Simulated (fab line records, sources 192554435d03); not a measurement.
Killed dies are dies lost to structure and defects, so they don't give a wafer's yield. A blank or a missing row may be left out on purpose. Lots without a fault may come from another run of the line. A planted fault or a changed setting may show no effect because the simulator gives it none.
A struck lot beside a sound one | flow n5_finfet | 38 steps out of a route of 1938
Sound: wafers L511.2, L511.4, L511.5. Struck: wafers L523.2, L523.3. (L523.4 of the same lot was not struck and is left out.) The cause comes at the end.
At each step with rows: each side's tool, then ch and its chambers, then its first start. Under that, the readings that differ: sound wafers | struck wafers | difference of the means | sigmas: that difference in standard deviations of wafers without a fault.
alike: readings whose means differ by less than 2 such deviations, and words and numbers that are the same on both sides. not compared: withheld readings, readings that some wafer has no value for, bounds like >300 that may hide the same value, and numbers for which the record gives no deviation and whose values overlap.
The two part at a step that has a row with sigmas, a row that says differs or no value, or rows on one side only. Numbers that don't overlap but have no deviation are shown without sigmas and don't part them. A reading that every wafer of one side lacks parts them only if that side has two wafers or more.

first, 4 steps without rows for these wafers: N5_BEOL_M11_SOFTBAKE_06 (time 60 s); N5_BEOL_M11_EXPOSE_08 (exposes mask M11); N5_BEOL_M11_PEB_09 (peb time 60 s); N5_BEOL_M11_DEVELOP_10 (develop time 30 s).
N5_BEOL_M11_CD_MEAS_11: target cd 64.1 nm.
  sound on cd_sem-01 ch 0, day 12 05:07; struck on cd_sem-02 ch 0, day 16 05:05
  alike: cd_nm
N5_BEOL_M11_OVL_MEAS_12:
  sound on overlay-02 ch 0, day 12 05:09; struck on overlay-01 ch 0, day 16 05:07
  alike: M11_OVL
N5_BEOL_M11_INSPECT_13: inspects for defects (brightfield).
  sound on defect_inspect-01, day 12 05:10; struck on defect_inspect-02, day 16 05:08
  alike: raw_defect_count
N5_BEOL_M11_DESCUM_16: chemistry O2, time 7.9 s.
  sound on rie_diel-05 ch 2,3, day 12 05:22; struck on rie_diel-05 ch 2,3, day 16 05:17
  alike: drypump_motor_current_A, oes_product_au, rf_vpp_V, showerhead_plenum_p_Torr, throttle_valve_pct
  not compared: rf_hours_counter_h
then, 1 step without rows for these wafers: N5_BEOL_M11_ETCH_61 (etches SiARC in CF4, target depth 39 nm, time 65 s).
N5_BEOL_M11_ETCH_62: etches SOC in N2/H2, target depth 110 nm, overetch 22 nm, time 165 s.
  sound on rie_diel-05 ch 2,3, day 12 05:28; struck on rie_diel-05 ch 2,3, day 16 05:22
  alike: bias_w, drypump_motor_current_A, oes_product_au, rf_vpp_V, showerhead_plenum_p_Torr, throttle_valve_pct
  not compared: rf_hours_counter_h
then, 2 steps without rows for these wafers: N5_BEOL_M11_STRIP_68 (strips in N2/H2); N5_BEOL_M11_STRIP_67 (strips in CF4).
N5_BEOL_M11_HM_OPEN_17: chemistry Cl2/BCl3, target TiN, target depth 20 nm, overetch 6 nm.
  sound on rie_metal-03 ch 1, day 12 05:38; struck on rie_metal-03 ch 0, day 16 05:34
  reading                                   | sound             | struck      | difference | sigmas
  model.SOC_of_BEOL_M11_COAT_59.thk_nm (nm) | 91.8 91.8 92.2    | 94.8 94.6   | +2.8       |
  model.etch.depth_nm (nm)                  | 19.74 19.67 19.68 | 17.97 17.93 | -1.75      |
  alike: bias_w, drypump_motor_current_A, oes_product_au, throttle_valve_pct
  not compared: rf_hours_counter_h
then, 1 step without rows for these wafers: N5_BEOL_M11_STRIP_19 (strips in O2).
N5_BEOL_M11_CD_MEAS_18: pitch 140 nm, target cd 70 nm.
  sound on cd_sem-02, day 12 05:52; struck on cd_sem-03, day 16 05:44
  alike: cd_nm
then, 8 steps without rows for these wafers: N5_BEOL_M11_COAT_63 (time 60 s, resist thk 100 nm); N5_BEOL_M11_COAT_64 (time 60 s, resist thk 30 nm); N5_BEOL_M11_COAT_22 (resist thk 90 nm); N5_BEOL_M11_EBR_24; N5_BEOL_M11_SOFTBAKE_23 (time 60 s); N5_BEOL_M11_EXPOSE_25 (exposes mask V10); N5_BEOL_M11_PEB_26 (peb time 60 s); N5_BEOL_M11_DEVELOP_27 (develop time 30 s).
N5_BEOL_M11_CD_MEAS_28: target cd 70 nm.
  sound on cd_sem-03 ch 0, day 12 07:08; struck on cd_sem-01 ch 0, day 16 08:39
  alike: cd_nm
N5_BEOL_M11_OVL_MEAS_29:
  sound on overlay-01 ch 0, day 12 07:10; struck on overlay-02 ch 0, day 16 08:40
  alike: V10_OVL
N5_BEOL_M11_INSPECT_30: inspects for defects (brightfield).
  sound on defect_inspect-02, day 12 07:11; struck on defect_inspect-01, day 16 08:42
  alike: raw_defect_count
N5_BEOL_M11_DESCUM_33: chemistry O2, time 7.9 s.
  sound on rie_diel-06 ch 1,2, day 12 07:17; struck on rie_diel-06 ch 1,2, day 16 08:44
  alike: drypump_motor_current_A, oes_product_au, rf_vpp_V, showerhead_plenum_p_Torr, throttle_valve_pct
  not compared: rf_hours_counter_h
then, 5 steps without rows for these wafers: N5_BEOL_M11_ETCH_65 (etches SiARC in CF4, target depth 39 nm, time 65 s); N5_BEOL_M11_ETCH_66 (etches SOC in N2/H2, target depth 120 nm, overetch 24 nm, time 180 s); N5_BEOL_M11_STRIP_69 (strips in N2/H2); N5_BEOL_M11_VIA_ETCH_34 (etches SiCOH lowk in C4F6/O2, target depth 184.5 nm, time 69.2 s); N5_BEOL_M11_STRIP_73 (strips in C4F6/O2).
N5_BEOL_M11_STRIP_36: strips in N2/H2.
  sound on rie_diel-06 ch 1,2, day 12 07:34; struck on rie_diel-06 ch 1,2, day 16 09:00
  alike: drypump_motor_current_A, oes_product_au, rf_vpp_V, showerhead_plenum_p_Torr, throttle_valve_pct
  not compared: rf_hours_counter_h
N5_BEOL_M11_TRENCH_ETCH_37: etches SiCOH lowk in C4F6/O2, target depth 148.83 nm, time 48 s.
  sound on rie_diel-06 ch 1,2; struck on rie_diel-06 ch 1,2
  alike: bias_w, drypump_motor_current_A, oes_product_au, rf_vpp_V, showerhead_plenum_p_Torr, throttle_valve_pct
  not compared: rf_hours_counter_h
then, 2 steps without rows for these wafers: N5_BEOL_M11_ETCH_41 (etches SiCN in CH3F/O2, target depth 42.6 nm, time 86 s); N5_BEOL_M11_STRIP_77 (strips in N2/H2, time 10 s).
N5_BEOL_M11_OCD_MEAS_38:
  sound on ocd-02, day 12 07:47; struck on ocd-02, day 16 09:14
  reading              | sound             | struck     | difference | sigmas
  trench_depth_nm (nm) | 146.9 146.3 150.1 | 93.3 102.0 | -50.1      | -24
then, 1 step without rows for these wafers: N5_BEOL_M11_HM_STRIP_39 (strips TiN in peroxide tin strip, target depth 25 nm, time 158 s).

WHERE THEY PART
Only at N5_BEOL_M11_OCD_MEAS_38, within this record.

WHY: what the simulator had put in
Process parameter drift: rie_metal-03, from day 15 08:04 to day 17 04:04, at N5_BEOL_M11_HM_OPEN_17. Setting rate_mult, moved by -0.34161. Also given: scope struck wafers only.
